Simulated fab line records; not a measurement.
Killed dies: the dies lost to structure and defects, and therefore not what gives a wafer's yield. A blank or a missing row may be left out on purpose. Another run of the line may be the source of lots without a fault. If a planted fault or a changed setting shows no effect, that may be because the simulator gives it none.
Matching of chambers / flow nand harc / NHARC_A_CHANNEL_HOLE_D1_ETCH_44 on rie diel-11 has 4 sister chambers
The step etches the open film in CF4/O2, target depth 140 nm, overetch 14 nm, time 77 s. 8 wafers are shown with their chamber, then 7 later ones without.

WAFERS WITH THEIR CHAMBER
wafer=L734.2; chamber=3; showerhead plenum p Torr (Torr)=1.43; drypump motor current A (A)=5.6
wafer=L737.3; chamber=0; showerhead plenum p Torr (Torr)=1.28; drypump motor current A (A)=6.6
wafer=L736.2; chamber=3; showerhead plenum p Torr (Torr)=1.43; drypump motor current A (A)=5.7
wafer=L736.3; chamber=1; showerhead plenum p Torr (Torr)=1.25; drypump motor current A (A)=5.8
wafer=L738.2; chamber=2; showerhead plenum p Torr (Torr)=1.36; drypump motor current A (A)=6.4
wafer=L738.3; chamber=1; showerhead plenum p Torr (Torr)=1.25; drypump motor current A (A)=5.8
wafer=L738.5; chamber=2; showerhead plenum p Torr (Torr)=1.36; drypump motor current A (A)=6.4
wafer=L739.5; chamber=0; showerhead plenum p Torr (Torr)=1.29; drypump motor current A (A)=6.6

WAFERS MISSING THEIR CHAMBER
wafer=L739.6; showerhead plenum p Torr (Torr)=1.25; drypump motor current A (A)=5.8
wafer=L749.1; showerhead plenum p Torr (Torr)=1.36; drypump motor current A (A)=6.4
wafer=L749.2; showerhead plenum p Torr (Torr)=1.25; drypump motor current A (A)=5.8
wafer=L749.4; showerhead plenum p Torr (Torr)=1.28; drypump motor current A (A)=6.6
wafer=L750.2; showerhead plenum p Torr (Torr)=1.42; drypump motor current A (A)=5.7
wafer=L750.4; showerhead plenum p Torr (Torr)=1.25; drypump motor current A (A)=5.8
wafer=L750.6; showerhead plenum p Torr (Torr)=1.42; drypump motor current A (A)=5.7

THE CHAMBER EACH PASSED THROUGH
wafer=L739.6; from the rows above=1; in truth=1
wafer=L749.1; from the rows above=2; in truth=2
wafer=L749.2; from the rows above=1; in truth=1
wafer=L749.4; from the rows above=0; in truth=0
wafer=L750.2; from the rows above=3; in truth=3
wafer=L750.4; from the rows above=1; in truth=1
wafer=L750.6; from the rows above=3; in truth=3
Correctly placed: 7 of 7. Left unplaced by these rows: 0. Placed wrongly: 0.
How it was worked out, from the rows above alone: a wafer's distance from a chamber is the root of the sum, over the readings, of the square of ((its reading less the chamber's mean) divided by the reading's scatter). The wafer belongs to the nearest chamber; if the next one is less than 2 further off, it can't be placed. A chamber's mean is the mean of its shown wafers. The scatter: take each reading less its chamber's mean, square it, sum over the shown wafers, divide by the number of wafers less the number of chambers, and take the root.
